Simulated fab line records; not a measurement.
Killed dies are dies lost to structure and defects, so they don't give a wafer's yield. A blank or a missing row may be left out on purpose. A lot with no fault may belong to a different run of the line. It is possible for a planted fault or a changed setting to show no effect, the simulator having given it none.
Matching of chambers -- flow n5_finfet -- 4 sister chambers for N5_HKMG_FIN_PWFM_ALD_03 on ald_metal-04
The step deposits TiN, target thk 2 nm, pulse time 1 s, purge time 3 s. 4 wafers are shown with their chamber, then 8 later ones without.

== EACH WAFER AND ITS CHAMBER ==
wafer,chamber,heater_power_w (W)
L087.4,2,923
L092.2,0,760
L092.3,3,773
L094.2,1,810

== WAFERS WHOSE CHAMBER IS MISSING ==
wafer,heater_power_w (W)
L094.3,763
L094.4,933
L095.3,795
L095.4,899
L095.5,764
L097.2,799
L097.4,926
L097.6,919

== WHICH CHAMBER EACH ONE RAN IN ==
wafer,from the rows above,in truth
L094.3,can't be placed: 0 or 3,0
L094.4,2,2
L095.3,can't be placed: 1 or 3 or 0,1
L095.4,2,2
L095.5,can't be placed: 0 or 3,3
L097.2,can't be placed: 1 or 3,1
L097.4,2,2
L097.6,2,2
4 of 8 placed correctly. These rows do not allow placing 4 (true chamber among the candidates in 4). Placed wrongly: 0.
How it was worked out, from the rows above alone: a wafer's distance from a chamber is the root of the sum, over the readings, of the square of ((its reading less the chamber's mean) divided by the reading's scatter). The wafer belongs to the nearest chamber; if the next one is less than 2 further off, it can't be placed. The mean given for a chamber averages the wafers shown for that chamber. The scatter (one wafer shown for each chamber): square how far every hidden wafer sits from the nearest shown wafer, average those squares and take the square root.
